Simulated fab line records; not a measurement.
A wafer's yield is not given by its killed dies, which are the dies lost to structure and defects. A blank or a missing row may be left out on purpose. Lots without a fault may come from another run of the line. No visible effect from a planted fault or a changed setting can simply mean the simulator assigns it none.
fab line records | flow nandHarc
record: lots: 5 wafers: 15 lastDay: 24
route steps=1159 shown P_GATE@170 END@1159
lots that met no fault: taken from a fault-free run of the same line
startH: hours from the record's opening day to when the first of the lot's shown wafers began | waitH: time in hours since the lot's previous step | " the same as in the row above | L1.1+2: one row covering several wafers at once | - either no value or no given start | * or withheld: withheld | < > ~ a bound
route shown NAME@n: names a module that has steps shown in the file, with the first one's number in the route | usual: mean/standard deviation of fault-free wafers | same: alike in all rows | chamber/n: place in a boat | sites: readings site by site | _std_site: the standard deviation of these | _edge_site: inner sites' mean taken away from outer sites' mean | radiusMm: for every site, how far away it sits from the centre of the wafer | mask NAME#n: copy n | behind: the last tool/chamber to shape the wafer | hold: the reason the lot was held/the length of the hold in hours/how it ended | device: which transistor (n, p or np) failed to switch | end of line: tests of these same wafers at the route's end | a step given without rows: its recipe and nothing more | killed: dies that structure and defects cost at the first sort, which is not the same as the wafer's yield | map: the dies of a wafer, with x for killed, . for not killed, _ for no die there
set.NAME: the setting as run; set.NAME@STEP: as run at that earlier step | model.NAME: the simulator's own value behind a step, which no gauge read
lots at some steps of the route; a table a step, a row a wafer
services: from which hour (startH, from the record's first day; less than 0 if before it) a tool's chamber was out of use, for how many hours, and why
== steps ==
step: NHARC_P_GATE_CD_MEAS_46
recipe: targetCdNm: 720 landingEnergyEv: 500
usual: cdNm: 720.2/2.9
columns lot.wafer tool chamber startH waitH cdNm
L650.2 cdSem-02 0 143.62 - 719.1
L650.4 " 0 " " 720.6
L650.6 " 0 " " 727.0
L651.2 cdSem-03 0 151.05 - 724.0
L651.4 " 0 " " 722.7
L651.6 " 0 " " 717.3
L659.1 cdSem-02 0 201.47 - 725.5
L659.3 " 0 " " 722.5
L659.4 " 0 " " 723.6
L660.2 cdSem-02 0 205.99 - 717.8
L660.4 " 0 " " 718.3
L660.5 " 0 " " 723.1
L662.2 cdSem-03 0 220.74 - 719.9
L662.3 " 0 " " 717.8
L662.4 " 0 " " 720.0
step: NHARC_P_GATE_HARDBAKE_47
recipe: tempC: 125 timeS: 80
step: NHARC_P_GATE_DESCUM_48
recipe: timeS: 3 o2FlowSccm: 200 arFlowSccm: 0 biasPowerW: 0 chemistry: O2
usual: drypumpMotorCurrentA: 6.0/0.43 oesProductAu: 0.995/0.011 rfVppV: 57.9/0.98 showerheadPlenumPTorr: 1.93/0.085 throttleValvePct: 11.311/0.0093
columns lot.wafer tool chamber startH waitH drypumpMotorCurrentA oesProductAu rfHoursCounterH rfVppV showerheadPlenumPTorr throttleValvePct
L650.2 rieDiel-07 0 143.79 - 6.3 0.980 16 58.0 2.01 11.326
L650.4 " 2 " " 5.5 0.995 16 56.7 1.81 11.311
L650.6 " 0 " " 6.3 0.984 - 58.7 2.01 11.312
L651.4 rieDiel-09 0 151.21 - 6.0 1.010 19 57.8 1.98 11.327
L651.2 " 1 " " 5.8 0.993 18 58.3 1.95 11.327
L651.6 " 0 " " 6.0 1.003 - 58.9 1.98 11.289
L659.4 rieDiel-10 1 201.63 - 5.8 1.005 7 57.6 1.95 11.310
L659.1 " 2 " " 6.6 1.006 7 58.2 2.07 11.285
L659.3 " 0 " " 6.0 0.985 6 57.1 1.90 11.297
L660.2 rieDiel-07 0 206.16 - 6.3 0.964 28 57.7 2.00 11.329
L660.4 " 2 " " 5.5 0.999 28 57.5 1.81 11.298
L660.5 " 3 " " 6.0 0.987 - 57.2 1.94 11.326
L662.3 rieDiel-07 3 220.90 - 6.0 1.005 33 58.9 1.93 11.327
L662.4 " 0 " " 6.3 0.971 33 58.1 2.00 11.323
L662.2 " 1 " " 6.2 0.989 32 57.5 1.88 11.311
step: NHARC_P_GATE_IMPLANT_49
recipe: energyKev: 30 doseCm2: 3e+15 tiltDeg: 7
step: NHARC_P_GATE_STRIP_111
recipe: powerW: 1500 tempC: 110 timeS: 250 chemistry: N2/H2
usual: drypumpMotorCurrentA: 5.6/0.35 heaterPowerW: 86/7.6
columns lot.wafer tool chamber startH waitH drypumpMotorCurrentA heaterPowerW rfHoursCounterH
L650.2 plasmaAsher-01 1 144.14 0.2 6.1 80 11
L650.4 " 0 " " 5.3 96 -
L650.6 " 0 " " 5.4 95 -
L651.2 plasmaAsher-02 1 151.57 0.2 5.6 78 53
L651.4 " 1 " " 5.6 76 -
L651.6 " 0 " " 5.2 87 -
L659.1 plasmaAsher-02 0 202.10 0.3 5.2 91 2
L659.4 " 1 " " 5.6 77 -
L659.3 " 0 " " 5.2 91 -
L660.2 plasmaAsher-02 1 206.57 0.2 5.7 78 5
L660.4 " 1 " " 5.6 77 -
L660.5 " 0 " " 5.3 91 -
L662.2 plasmaAsher-02 0 221.27 0.2 5.3 91 9
L662.4 " 0 " " 5.3 89 -
L662.3 " 1 " " 5.7 79 -
step: NHARC_P_GATE_STRIP_75
recipe: powerW: 1500 tempC: 250 chemistry: O2
usual: drypumpMotorCurrentA: 5.6/0.35 heaterPowerW: 322/30
columns lot.wafer tool chamber startH waitH drypumpMotorCurrentA heaterPowerW rfHoursCounterH
L650.2 plasmaAsher-01 1 144.44 0.2 6.1 294 11
L650.4 " 0 " " 5.4 352 -
L650.6 " 0 " " 5.4 354 -
L651.2 plasmaAsher-02 1 151.88 0.3 5.7 285 53
L651.4 " 1 " " 5.6 287 -
L651.6 " 0 " " 5.3 320 -
L659.1 plasmaAsher-02 0 202.36 0.2 5.3 340 3
L659.4 " 1 " " 5.7 292 -
L659.3 " 0 " " 5.3 343 -
L660.2 plasmaAsher-02 1 206.83 0.2 5.6 290 5
L660.4 " 1 " " 5.7 290 -
L660.5 " 0 " " 5.2 350 -
L662.2 plasmaAsher-02 0 221.57 0.3 5.3 344 9
L662.4 " 0 " " 5.3 336 -
L662.3 " 1 " " 5.7 290 -
step: NHARC_P_GATE_STRIP_50
recipe: timeS: 900 tempC: 130 chemistry: SPM
step: NHARC_P_GATE_DEHYDRATE_51
recipe: tempC: 150 timeS: 120
step: NHARC_P_GATE_HMDS_52
recipe: timeS: 30
step: NHARC_P_GATE_COAT_53
recipe: spinRpm: 3000
step: NHARC_P_GATE_SOFTBAKE_54
recipe: tempC: 122 timeS: 95
step: NHARC_P_GATE_EBR_55
step: NHARC_P_GATE_EXPOSE_56
recipe: na: 0.6 targetCdNm: 720 doseMj: 14.81 maskId: P_PSD
columns lot.wafer tool chamber startH waitH mask
L650.2+4+6 krfScanner-04 0 145.21 - P_PSD#0
L651.2+4+6 krfScanner-03 0 152.65 - P_HVN#0
L659.1+3+4 krfScanner-03 0 203.13 - P_PSD#0
L660.2+4+5 krfScanner-03 0 207.48 - P_PSD#0
L662.2+3+4 krfScanner-04 0 222.22 - P_PSD#0
step: NHARC_P_GATE_PEB_57
recipe: pebTempC: 118 pebTimeS: 85
step: NHARC_P_GATE_DEVELOP_58
recipe: timeS: 70
step: NHARC_P_GATE_CD_MEAS_59
recipe: targetCdNm: 720 landingEnergyEv: 500
usual: cdNm: 719.8/2.1
columns lot.wafer tool chamber startH waitH cdNm
L650.2 cdSem-03 0 145.37 - 723.7
L650.4 " 0 " " 722.0
L650.6 " 0 " " 719.9
L651.2 cdSem-01 0 152.81 - -
L651.4 " 0 " " -
L651.6 " 0 " " -
L659.1 cdSem-02 0 203.29 - 719.7
L659.3 " 0 " " 718.2
L659.4 " 0 " " 722.7
L660.2 cdSem-02 0 207.63 - 714.7
L660.4 " 0 " " 716.3
L660.5 " 0 " " 716.5
L662.2 cdSem-03 0 222.38 - 718.6
L662.3 " 0 " " 717.8
L662.4 " 0 " " 720.3
step: NHARC_P_GATE_HARDBAKE_60
recipe: tempC: 125 timeS: 80
step: NHARC_END_SORT_01
recipe: tempC: 25
usual: killedAtArray: 30/10 killedAtOther: 0.5/0.82 killedAtPeriphery: 2.9/2 killedDies: 34/11 killedOpen: 3.2/1.8 killedShort: 2.0/1.4
same: grossDies: 677
columns lot.wafer tool chamber startH waitH hold killedAtArray killedAtOther killedAtPeriphery killedDies killedOpen killedShort
L650.2 prober-02 0 482.74 2.8 - 35 0 1 36 1 3
L650.4 prober-02 0 484.34 3.4 - 31 0 3 34 1 1
L650.6 prober-02 0 485.94 4.0 - 29 0 7 36 5 2
L651.2 prober-02 0 503.38 2.8 awaitDispo/4.5h/scrap 33 0 644 677 6 0
L651.4 prober-02 0 504.98 3.4 awaitDispo/4.5h/scrap 44 2 631 677 3 3
L651.6 prober-02 0 506.59 4.0 awaitDispo/4.5h/scrap 39 0 638 677 5 3
L659.1 prober-02 0 559.70 2.5 - 35 0 1 36 4 2
L659.3 prober-02 0 561.31 3.1 - 30 2 2 34 3 4
L659.4 prober-02 0 562.12 3.4 - 31 1 2 34 2 2
L662.2 prober-01 0 567.16 2.8 - 63 0 7 70 4 1
L662.3 prober-01 0 567.95 3.1 - 39 0 2 41 1 2
L662.4 prober-01 0 568.74 3.4 - 43 0 5 48 1 4
L660.2 prober-02 0 568.32 2.8 - 43 0 5 48 6 4
L660.4 prober-02 0 569.91 3.4 - 51 1 5 57 7 2
L660.5 prober-02 0 570.71 3.7 - 52 0 4 56 1 5
killed by level:class
L650.2 A_CHANNEL_HOLE_D1:chamberFilmFlake=14 A_SLIT:chamberFilmFlake=8 A_CONTACT:chamberFilmFlake=7 A_WL_FILL:geometricParticle:short=2 A_STAIRCASE:chamberFilmFlake=2 A_CHANNEL_HOLE_D1:geometricParticle:short=1 A_CHANNEL_FILL_D1:geometricParticle:open=1 P_CONTACT:chamberFilmFlake=1
L650.4 A_CHANNEL_HOLE_D1:chamberFilmFlake=11 A_SLIT:chamberFilmFlake=10 A_STAIRCASE:chamberFilmFlake=4 A_CONTACT:chamberFilmFlake=3 A_WL_FILL:geometricParticle:short=1 A_CONTACT:geometricParticle:open=1 P_STI:chamberFilmFlake=1 P_GATE:chamberFilmFlake=1
L650.6 A_SLIT:chamberFilmFlake=12 A_CHANNEL_HOLE_D1:chamberFilmFlake=8 P_CONTACT:chamberFilmFlake=3 A_STAIRCASE:chamberFilmFlake=3 P_M1:geometricParticle:open=2 A_CONTACT:chamberFilmFlake=2 P_M0:geometricParticle:open=1 P_M0:geometricParticle:short=1
L651.2 P_GATE:areaExpose=641 A_CHANNEL_HOLE_D1:chamberFilmFlake=11 A_SLIT:chamberFilmFlake=9 A_STAIRCASE:chamberFilmFlake=5 A_CONTACT:chamberFilmFlake=4 P_GATE:geometricParticle:open=2 P_CONTACT:geometricParticle:open=1 A_CHANNEL_FILL_D1:geometricParticle:open=1
L651.4 P_GATE:areaExpose=628 A_CHANNEL_HOLE_D1:chamberFilmFlake=12 A_SLIT:chamberFilmFlake=12 A_CONTACT:chamberFilmFlake=8 A_STAIRCASE:chamberFilmFlake=6 THIN_TSV:chamberFilmFlake=2 P_GATE:geometricParticle:open=1 A_ONON_D1:geometricParticle:short=1
L651.6 P_GATE:areaExpose=636 A_SLIT:chamberFilmFlake=12 A_CHANNEL_HOLE_D1:chamberFilmFlake=11 A_CONTACT:chamberFilmFlake=6 A_CONTACT:geometricParticle:open=2 A_STAIRCASE:chamberFilmFlake=2 P_GATE:geometricParticle:open=1 A_ONON_D1:geometricParticle:short=1
L659.1 A_CHANNEL_HOLE_D1:chamberFilmFlake=12 A_BLC:chamberFilmFlake=5 A_STAIRCASE:chamberFilmFlake=4 A_SGD_CUT:chamberFilmFlake=3 A_CONTACT:chamberFilmFlake=3 A_CHANNEL_HOLE_D1:geometricParticle:short=1 A_CHANNEL_HOLE_D1:geometricParticle:open=1 A_CHANNEL_FILL_D1:geometricParticle:open=1
L659.3 A_CHANNEL_HOLE_D1:chamberFilmFlake=13 A_BLC:chamberFilmFlake=5 A_SGD_CUT:chamberFilmFlake=4 A_STAIRCASE:chamberFilmFlake=3 A_CHANNEL_FILL_D1:geometricParticle:short=2 P_STI:geometricParticle:open=1 P_CONTACT:geometricParticle:open=1 A_CHANNEL_FILL_D1:geometricParticle:open=1
L659.4 A_CHANNEL_HOLE_D1:chamberFilmFlake=18 A_SGD_CUT:chamberFilmFlake=3 A_CONTACT:chamberFilmFlake=3 A_BLC:chamberFilmFlake=3 A_CHANNEL_FILL_D1:geometricParticle:open=1 A_CONTACT:geometricParticle:open=1 A_BLC:geometricParticle:short=1 P_ZERO_WELL:chamberFilmFlake=1
L662.2 A_SLIT:chamberFilmFlake=29 A_CHANNEL_HOLE_D1:chamberFilmFlake=23 P_M2:chamberFilmFlake=4 A_CONTACT:chamberFilmFlake=3 A_STAIRCASE:chamberFilmFlake=2 A_ZERO_WELL:chamberFilmFlake=2 P_M0:geometricParticle:open=1 A_SOURCE_PLATE:geometricParticle:short=1
L662.3 A_SLIT:chamberFilmFlake=17 A_CHANNEL_HOLE_D1:chamberFilmFlake=11 A_CONTACT:chamberFilmFlake=5 A_STAIRCASE:chamberFilmFlake=3 P_CONTACT:geometricParticle:short=1 A_CHANNEL_FILL_D1:geometricParticle:short=1 A_M1:geometricParticle:open=1 P_M2:chamberFilmFlake=1
L660.2 A_SLIT:chamberFilmFlake=17 A_CHANNEL_HOLE_D1:chamberFilmFlake=16 A_CONTACT:geometricParticle:open=4 A_WL_FILL:geometricParticle:short=3 P_STI:chamberFilmFlake=2 P_GATE:geometricParticle:short=1 P_M0:geometricParticle:open=1 A_BLC:geometricParticle:open=1
L662.4 A_SLIT:chamberFilmFlake=21 A_CHANNEL_HOLE_D1:chamberFilmFlake=15 A_CONTACT:chamberFilmFlake=6 P_CONTACT:geometricParticle:short=1 P_M0:geometricParticle:open=1 P_M0:geometricParticle:short=1 P_M1:geometricParticle:short=1 A_CHANNEL_FILL_D1:geometricParticle:short=1
L660.4 A_SLIT:chamberFilmFlake=22 A_CHANNEL_HOLE_D1:chamberFilmFlake=16 A_CONTACT:chamberFilmFlake=5 P_GATE:geometricParticle:short=1 P_GATE:geometricParticle:open=1 P_M1:geometricParticle:open=1 A_ONON_D1:geometricParticle:open=1 A_CHANNEL_FILL_D1:geometricParticle:short=1
L660.5 A_SLIT:chamberFilmFlake=24 A_CHANNEL_HOLE_D1:chamberFilmFlake=20 A_CHANNEL_FILL_D1:geometricParticle:short=2 A_WL_FILL:geometricParticle:short=2 A_CONTACT:chamberFilmFlake=2 P_M2:geometricParticle:open=1 A_SOURCE_PLATE:geometricParticle:short=1 P_ZERO_WELL:chamberFilmFlake=1
map L651.2 (x killed, . not)
____________x____________
_________xxxxxxx_________
_______xxxxxxxxxxx_______
______xxxxxxxxxxxxx______
_____xxxxxxxxxxxxxxx_____
____xxxxxxxxxxxxxxxxx____
____xxxxxxxxxxxxxxxxx____
___xxxxxxxxxxxxxxxxxxx___
___xxxxxxxxxxxxxxxxxxx___
__xxxxxxxxxxxxxxxxxxxxx__
__xxxxxxxxxxxxxxxxxxxxx__
_xxxxxxxxxxxxxxxxxxxxxxx_
_xxxxxxxxxxxxxxxxxxxxxxx_
_xxxxxxxxxxxxxxxxxxxxxxx_
_xxxxxxxxxxxxxxxxxxxxxxx_
_xxxxxxxxxxxxxxxxxxxxxxx_
xxxxxxxxxxxxxxxxxxxxxxxxx
xxxxxxxxxxxxxxxxxxxxxxxxx
xxxxxxxxxxxxxxxxxxxxxxxxx
xxxxxxxxxxxxxxxxxxxxxxxxx
xxxxxxxxxxxxxxxxxxxxxxxxx
_xxxxxxxxxxxxxxxxxxxxxxx_
_xxxxxxxxxxxxxxxxxxxxxxx_
_xxxxxxxxxxxxxxxxxxxxxxx_
_xxxxxxxxxxxxxxxxxxxxxxx_
_xxxxxxxxxxxxxxxxxxxxxxx_
__xxxxxxxxxxxxxxxxxxxxx__
__xxxxxxxxxxxxxxxxxxxxx__
___xxxxxxxxxxxxxxxxxxx___
___xxxxxxxxxxxxxxxxxxx___
____xxxxxxxxxxxxxxxxx____
____xxxxxxxxxxxxxxxxx____
_____xxxxxxxxxxxxxxx_____
______xxxxxxxxxxxxx______
_______xxxxxxxxxxx_______
_________xxxxxxx_________
____________x____________
map L660.4 (x killed, . not)
____________.____________
_________......._________
_______..........._______
______.............______
_____..............._____
____..............x..____
____.x...............____
___...................___
___..................x___
__.........x...........__
__.......xxx...........__
_..............x........_
_........x.............._
_..x..xx................_
_..........x............_
_......................._
.........................
.........................
.......x.................
..x..xx..................
...x...xx................
_.x.x.x.x..............._
_.xxx.xx.x.............._
_x..xxx................._
_x..xx.x.....x.........._
_.xx...................._
__x.xx.xx..............__
__xxx..................__
___xxx........x.......___
___x.x................___
____x................____
____.................____
_____..............._____
______........x....______
_______..........._______
_________......._________
____________.____________
== services ==
columns tool chamber startH hours kind
krfScanner-04 - 126.00 4.0 pm
rieDiel-10 0 129.54 4.9 repair
rieDiel-09 1 129.76 1.8 repair
rieDiel-07 0 133.70 - clean
rieDiel-07 1 133.70 - clean
rieDiel-07 2 133.70 - clean
rieDiel-07 3 133.70 - clean
rieDiel-09 3 138.71 9.6 repair
rieDiel-07 0 158.33 - clean
rieDiel-07 1 158.33 - clean
rieDiel-07 2 158.33 - clean
rieDiel-07 3 158.33 - clean
krfScanner-03 - 168.00 4.0 pm
rieDiel-10 - 176.66 9.0 pm
rieDiel-07 0 182.83 - clean
rieDiel-07 1 182.83 - clean
rieDiel-07 2 182.83 - clean
rieDiel-07 3 182.83 - clean
plasmaAsher-02 - 183.40 9.0 pm
plasmaAsher-02 0 183.40 9.0 ventCycle
plasmaAsher-02 1 183.40 9.0 ventCycle
plasmaAsher-02 0 192.40 - clean
plasmaAsher-02 1 192.40 - clean
krfScanner-03 - 220.45 0.1 repair
== key ==
firstSign: step: NHARC_P_GATE_EXPOSE_56 reading: mask direction: changed
effect: step: NHARC_P_GATE_CD_MEAS_59 reading: cdNm direction: missing
effect: step: NHARC_END_SORT_01 reading: killedAtPeriphery direction: up sigmas: 99+ usual: 2.9 struck: 637.7
moreKillsBornAt: NHARC_P_GATE_EXPOSE_56@krfScanner-03: 1905
metAt NHARC_P_GATE_EXPOSE_56
struckWafers L651.2,L651.4,L651.6
laterRowsLeftOut L651.2,L651.4,L651.6
testerLeftOut L651
fault: kind: wrongMask tool: any chamber: - onsetH: 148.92 steps: NHARC_P_GATE_EXPOSE_56 auxCopy: P_HVN#0 scope: struckLotsOnly
testerLeftOut: of these lots the tester's yield and bins aren't shown, on N5 and GAA mostly nor the transistor test; their killed dies are dies lost to structure and defects alone, not to doping, threshold or leakage, so they don't give the yield
laterRowsLeftOut: the simulator's readings of these wafers behind a module that went badly wrong aren't trusted and aren't shown, but for the sort
